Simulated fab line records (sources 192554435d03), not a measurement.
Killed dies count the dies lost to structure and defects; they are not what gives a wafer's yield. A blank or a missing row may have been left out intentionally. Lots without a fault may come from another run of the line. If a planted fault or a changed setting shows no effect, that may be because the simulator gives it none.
Which tool did it? | flow n5 finfet | Sampling: 9 lots, 27 wafers, 7 of 1938 route steps

== WHAT EACH GAUGE READ, for each wafer ==
N5_BEOL_M3_THK_MEAS_53: measures by xrf.
lot  | measured     | on            | M3_THK (nm)
L932 | day 7 06:18  | film metro-01 | 42.2 39.7 42.3
L933 | day 7 21:05  | film metro-02 | 40.3 40.7 41.7
L937 | day 9 16:51  | film metro-02 | 39.9 41.2 40.5
L943 | day 10 13:51 | film metro-01 | 143.2 164.7 166.1
L945 | day 11 05:10 | film metro-02 | 37.9 41.1 42.3
L946 | day 11 07:46 | film metro-01 | 41.2 40.0 39.4
L948 | day 11 15:11 | film metro-02 | 150.1 172.8 148.1
L953 | day 12 23:51 | film metro-01 | 41.3 42.9 40.4
L955 | day 14 21:31 | film metro-01 | 37.1 40.7 39.6

N5_BEOL_M3_INSPECT_59: inspects for defects (darkfield).
lot  | measured     | on                | raw defect count
L932 | day 7 06:35  | defect inspect-02 | 95 42 95
L933 | day 7 21:25  | defect inspect-02 | 88 66 63
L937 | day 9 17:08  | defect inspect-01 | 63 57 67
L943 | day 10 14:14 | defect inspect-01 | 5126 5088 5051
L945 | day 11 05:34 | defect inspect-01 | 33 29 28
L946 | day 11 08:02 | defect inspect-01 | 99 133 91
L948 | day 11 15:29 | defect inspect-01 | 4915 5027 5011
L953 | day 13 00:10 | defect inspect-01 | 66 69 112
L955 | day 14 21:48 | defect inspect-01 | 34 49 102

N5_BEOL_M4_RC_MEAS_101.
lot  | measured     | on        | DIBL_N (mV/V)  | DIBL_P (mV/V)  | IOFF_N (nA/um) | IOFF_P (nA/um) | ION_N (uA/um) | ION_P (uA/um) | SS_N (mV/dec)  | SS_P (mV/dec)  | VT_N (mV)   | VT_P (mV)
L932 | day 7 19:36  | prober-01 | 34.5 34.9 33.1 | 32.9 34.7 31.6 | 0.12 0.14 0.10 | 0.18 0.21 0.16 | 675 687 660   | 460 476 457   | 70.9 71.1 70.9 | 72.8 73.2 72.6 | 253 248 257 | -251 -250 -252
L933 | day 8 12:59  | prober-02 | 38.3 38.4 36.6 | 40.1 40.2 36.9 | 0.21 0.22 0.18 | 0.31 0.31 0.25 | 678 695 681   | 466 481 471   | 72.6 71.9 72.8 | 74.4 74.1 73.3 | 250 245 249 | -246 -244 -246
L937 | day 10 03:57 | prober-02 | 37.9 39.7 38.8 | 37.8 40.0 38.7 | 0.16 0.20 0.17 | 0.27 0.30 0.26 | 674 681 670   | 467 472 460   | 72.4 72.3 71.8 | 73.1 74.3 73.7 | 247 249 249 | -245 -244 -246
L945 | day 11 15:23 | prober-01 | 37.7 36.5 37.2 | 38.6 38.0 38.5 | 0.19 0.17 0.18 | 0.21 0.19 0.20 | 680 675 683   | 453 456 458   | 72.7 71.8 72.0 | 73.8 73.5 73.6 | 245 249 250 | -252 -254 -252
L946 | day 11 17:02 | prober-02 | 37.9 36.5 36.5 | 37.9 35.3 36.1 | 0.18 0.16 0.15 | 0.20 0.17 0.18 | 678 671 669   | 456 451 456   | 70.9 71.8 71.2 | 73.9 73.2 73.0 | 248 251 251 | -254 -254 -254
L953 | day 14 04:26 | prober-02 | 35.2 36.2 34.5 | 34.6 36.1 34.0 | 0.12 0.15 0.12 | 0.16 0.17 0.15 | 662 679 659   | 454 458 451   | 71.2 71.1 71.2 | 72.1 73.1 72.1 | 253 247 253 | -255 -254 -256
L955 | day 15 12:26 | prober-01 | 35.8 37.7 35.5 | 36.4 38.7 36.3 | 0.18 0.19 0.16 | 0.24 0.26 0.23 | 683 674 682   | 470 460 472   | 71.4 72.8 71.3 | 73.4 73.5 73.2 | 247 246 249 | -247 -248 -247

== EACH LOT AND THE TOOL THAT RAN IT (in order: tool; ch and the chambers of the sampled wafers; start) ==
lot  | N5_BEOL_M3_SPUTTER_81        | N5_BEOL_M3_SPUTTER_94        | N5_BEOL_M3_ANNEAL_95         | N5_BEOL_M3_CMP_52
L932 | pvd sputter-03, day 7 04:11  | pvd sputter-03, day 7 05:17  | pvd sputter-03, day 7 05:22  | cmp-01 ch 0,1, day 7 06:00
L933 | pvd sputter-03, day 7 18:58  | pvd sputter-03, day 7 20:04  | pvd sputter-03, day 7 20:09  | cmp-03 ch 0,2,3, day 7 20:47
L937 | pvd sputter-03, day 9 14:44  | pvd sputter-03, day 9 15:50  | pvd sputter-03, day 9 15:55  | cmp-01 ch 1,2,3, day 9 16:33
L943 | pvd sputter-01, day 10 11:44 | pvd sputter-01, day 10 12:50 | pvd sputter-01, day 10 12:55 | cmp-01 ch 0,1,2, day 10 13:38
L945 | pvd sputter-01, day 11 03:02 | pvd sputter-01, day 11 04:08 | pvd sputter-01, day 11 04:13 | cmp-04 ch 0,1,3, day 11 04:52
L946 | pvd sputter-02, day 11 05:39 | pvd sputter-02, day 11 06:45 | pvd sputter-02, day 11 06:50 | cmp-04 ch 0,1,3, day 11 07:28
L948 | pvd sputter-02, day 11 12:57 | pvd sputter-02, day 11 14:03 | pvd sputter-02, day 11 14:08 | cmp-01 ch 2,3, day 11 14:56
L953 | pvd sputter-01, day 12 21:29 | pvd sputter-01, day 12 22:35 | pvd sputter-01, day 12 22:40 | cmp-04 ch 0,1,3, day 12 23:38
L955 | pvd sputter-02, day 14 19:24 | pvd sputter-02, day 14 20:30 | pvd sputter-02, day 14 20:35 | cmp-03 ch 0,1, day 14 21:13
- N5_BEOL_M3_SPUTTER_81: material Cu, target thk 4.5 nm, time 8.29 s.
- N5_BEOL_M3_SPUTTER_94: material Cu, target thk 4.5 nm, time 8.29 s.
- N5_BEOL_M3_ANNEAL_95: time 240 s.
- N5_BEOL_M3_CMP_52: polishes, stops on SiOC, t overpolish 6.8 s, target thk 40 nm.

== WHAT THE TOOLS THEMSELVES READ (means of the sampled wafers that have a number; where no wafer has one, the mark that the record gives instead) ==
N5_BEOL_M3_SPUTTER_81.
lot  | tool           | throttle valve pct (%)
L932 | pvd sputter-03 | 30.5
L933 | pvd sputter-03 | 30.0
L937 | pvd sputter-03 | 29.4
L943 | pvd sputter-01 | 29.1
L945 | pvd sputter-01 | 29.2
L946 | pvd sputter-02 | 30.3
L948 | pvd sputter-02 | 30.2
L953 | pvd sputter-01 | 30.1
L955 | pvd sputter-02 | 30.8

N5_BEOL_M3_SPUTTER_94.
lot  | tool           | throttle valve pct (%)
L932 | pvd sputter-03 | 30.2
L933 | pvd sputter-03 | 29.8
L937 | pvd sputter-03 | 29.5
L943 | pvd sputter-01 | 29.0
L945 | pvd sputter-01 | 28.9
L946 | pvd sputter-02 | 30.1
L948 | pvd sputter-02 | 30.2
L953 | pvd sputter-01 | 30.2
L955 | pvd sputter-02 | 30.9

N5_BEOL_M3_ANNEAL_95.
lot  | tool           | heater power w (W)
L932 | pvd sputter-03 | 780
L933 | pvd sputter-03 | 761
L937 | pvd sputter-03 | 779
L943 | pvd sputter-01 | 912
L945 | pvd sputter-01 | 887
L946 | pvd sputter-02 | 771
L948 | pvd sputter-02 | 756
L953 | pvd sputter-01 | 897
L955 | pvd sputter-02 | 783

N5_BEOL_M3_CMP_52.
lot  | tool   | barrier field endpoint s (s) | motor current A (A) | overpolish run s (s) | time to endpoint s (s)
L932 | cmp-01 | 24.9                         | 6.2                 | 6.794                | 66
L933 | cmp-03 | 25.1                         | 5.8                 | 6.803                | 66
L937 | cmp-01 | 25.0                         | 5.7                 | 6.796                | 64
L943 | cmp-01 | 41.2                         | 6.1                 | 0.039                | 80
L945 | cmp-04 | 24.5                         | 6.5                 | 6.795                | 62
L946 | cmp-04 | 24.9                         | 6.7                 | 6.809                | 62
L948 | cmp-01 | 41.2                         | 5.6                 | 0.036                | 81
L953 | cmp-04 | 25.1                         | 6.4                 | 6.803                | 66
L955 | cmp-03 | 24.6                         | 6.1                 | 6.802                | 63

== THE ANSWER, worked out from the rows above alone ==
Rule: the usual values come from the lots themselves. Put in order of their means at a reading, lots are off if they are a third of the lots or fewer, leave a main group of 4 or more, and stand apart from it by a gap of 3 or more times the standard deviation of the main group's means; of several such gaps the widest counts. A main group is skipped when, at the precision printed for the reading in the tables above, its means are all equal. Also off: a lot with no number at a reading for which 4 or more lots have one. Any other lot the step has rows for is counted as sound. First the gauges in route order, then the tools' own readings, where a lot's mean is used as printed above. At the first step where some lot is off, the reading lying furthest off is the one used; lots without a number count as furthest.
Off: at N5_BEOL_M3_THK_MEAS_53 (M3_THK), L943, L948. The main group has a mean of 40.6 nm with a standard deviation of 0.75.
A tool fits if, at a process step before that reading, it ran every lot that is off, and no sound lot after the first of them. Not tried: the gauges at N5_BEOL_M3_THK_MEAS_53; whatever is off there is also off at N5_BEOL_M3_INSPECT_59, on other tools, and gauge error can't account for it. One fits: N5_BEOL_M3_CMP_52 on cmp-01. A fault onset in the window from L937 (day 9 16:33, its last sound lot) to L943 (day 10 13:38, its first lot off) fits.
The tool's own readings at N5_BEOL_M3_CMP_52 bear it out: on the lots that are off they differ by more than 5 times the standard deviation of the sound lots' means. barrier field endpoint s reads 41.2 s there against 24.9 s on the sound lots; overpolish run s reads 0.037 s there against 6.800 s on the sound lots; time to endpoint s reads 80 s there against 64 s on the sound lots.

== WHAT HAD BEEN PUT IN BY THE SIMULATOR ==
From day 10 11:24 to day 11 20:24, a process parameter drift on cmp-01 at N5_BEOL_M3_CMP_52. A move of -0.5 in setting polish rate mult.
Lots struck among those shown: L943, L948. The rule above reached the same finding.
